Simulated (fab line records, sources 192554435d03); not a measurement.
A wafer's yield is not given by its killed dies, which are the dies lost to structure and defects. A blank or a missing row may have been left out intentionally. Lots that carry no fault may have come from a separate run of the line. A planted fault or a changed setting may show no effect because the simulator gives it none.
Which tool is to blame? | flow n5Finfet | 31 wafers from 11 lots sampled at 5 of the route's 1938 steps

== WHAT EACH GAUGE READ, for each wafer ==
N5_BEOL_M11_OVL_MEAS_12.
lot  | measured     | on         | M11_OVL (nm)
L849 | day 12 16:11 | overlay-02 | -0.9 -0.5 -0.3
L854 | day 13 16:17 | overlay-02 | 0.4 0.7
L853 | day 13 18:48 | overlay-02 | 0.4 0.3 1.1
L852 | day 14 14:19 | overlay-01 | 11.2 10.1 10.6
L855 | day 14 17:28 | overlay-01 | 11.0 12.0 11.6
L856 | day 14 23:23 | overlay-01 | 0.0 1.0 1.8
L859 | day 15 09:39 | overlay-01 | 9.3 8.4 8.1
L862 | day 15 23:37 | overlay-02 | 0.2 -0.3 0.7
L864 | day 16 17:41 | overlay-01 | 0.3 -0.8
L868 | day 18 06:16 | overlay-02 | 0.3 0.3 -0.9
L866 | day 18 12:26 | overlay-02 | -0.5 -0.6 -0.1

== WHICH TOOL RAN EACH LOT (tool, then ch and the chambers of the sampled wafers, then the start) ==
lot  | N5_BEOL_M10_SPUTTER_48      | N5_BEOL_M10_CMP_52            | N5_BEOL_M11_ILD_DEP_00          | N5_BEOL_M11_EXPOSE_08
L849 | pvdSputter-01, day 12 13:05 | cmp-01 ch 0,2,3, day 12 13:38 | pecvd-04 ch 0,1,2, day 12 14:06 | arfiScanner-01 ch 0, day 12 16:02
L854 | pvdSputter-03, day 13 13:37 | cmp-02 ch 2, day 13 14:08     | pecvd-04 ch 0, day 13 14:38     | arfiScanner-03 ch 0, day 13 16:08
L853 | pvdSputter-03, day 13 15:16 | cmp-03 ch 0,1,2, day 13 16:13 | pecvd-04 ch 0,2, day 13 16:38   | arfiScanner-03 ch 0, day 13 18:39
L852 | pvdSputter-01, day 14 11:04 | cmp-03 ch 0,1,3, day 14 11:49 | pecvd-01 ch 0,1,2, day 14 12:20 | arfiScanner-03 ch 0, day 14 14:10
L855 | pvdSputter-03, day 14 14:19 | cmp-01 ch 0,1, day 14 14:51   | pecvd-01 ch 0,1, day 14 15:20   | arfiScanner-03 ch 0, day 14 17:19
L856 | pvdSputter-01, day 14 19:57 | cmp-02 ch 0,1,2, day 14 20:31 | pecvd-04 ch 1,2, day 14 20:58   | arfiScanner-01 ch 0, day 14 23:14
L859 | pvdSputter-01, day 15 04:59 | cmp-02 ch 0,2,3, day 15 05:34 | pecvd-01 ch 0,1,2, day 15 06:03 | arfiScanner-03 ch 0, day 15 09:29
L862 | pvdSputter-02, day 15 19:54 | cmp-02 ch 1,2, day 15 20:53   | pecvd-04 ch 1,2, day 15 21:20   | arfiScanner-01 ch 0, day 15 23:28
L864 | pvdSputter-01, day 16 12:01 | cmp-01 ch 1, day 16 12:44     | pecvd-01 ch 1, day 16 13:13     | arfiScanner-02 ch 0, day 16 17:32
L868 | pvdSputter-02, day 18 00:35 | cmp-03 ch 0,3, day 18 01:06   | pecvd-04 ch 0,2, day 18 01:36   | arfiScanner-02 ch 0, day 18 06:07
L866 | pvdSputter-02, day 18 07:46 | cmp-02 ch 0,2,3, day 18 08:28 | pecvd-01 ch 0,1,2, day 18 08:55 | arfiScanner-02 ch 0, day 18 12:17
- N5_BEOL_M10_SPUTTER_48: material Cu, target thk 12 nm, time 2 s.
- N5_BEOL_M10_CMP_52: polishes, stops on SiCOH lowk, t overpolish 7 s, target thk 140 nm.
- N5_BEOL_M11_ILD_DEP_00: deposits SiCOH lowk from DEMS/porogen, target thk 308.51 nm, time 58 s.
- N5_BEOL_M11_EXPOSE_08: exposes mask M11.

== THE ANSWER, worked out from the rows above alone ==
Rule: the lots themselves supply what counts as usual. The widest of any qualifying gaps counts: lots, ordered by their means at a reading, are off when they make up no more than a third of the lots, leave a main group of 4 or more, and stand apart from it by 3 or more times the standard deviation of that group's means. The tables above print the reading to a certain number of digits; a main group whose means all agree to those digits is not used. Also off: a lot with no number at a reading for which 4 or more lots have one. The other lots that the step has rows for count as sound.
Off: at N5_BEOL_M11_OVL_MEAS_12 (M11_OVL), L852, L855, L859. The main group has a mean of 0.1 nm with a standard deviation of 0.5.
A tool fits if, at a process step before that reading, it ran every lot that is off, and no sound lot after the first of them. The gauges at N5_BEOL_M11_OVL_MEAS_12 are tried like those tools. One fits: N5_BEOL_M11_EXPOSE_08 on arfiScanner-03. A fault onset in the window from L853 (day 13 18:39, its last sound lot) to L852 (day 14 14:10, its first lot off) fits.

== WHAT THE SIMULATOR HAD PUT IN ==
Scanner matching overlay: arfiScanner-03, from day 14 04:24 on, at N5_BEOL_M11_EXPOSE_08. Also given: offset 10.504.
Lots struck among those shown: L852, L855, L859. This agrees with what the rule above found.
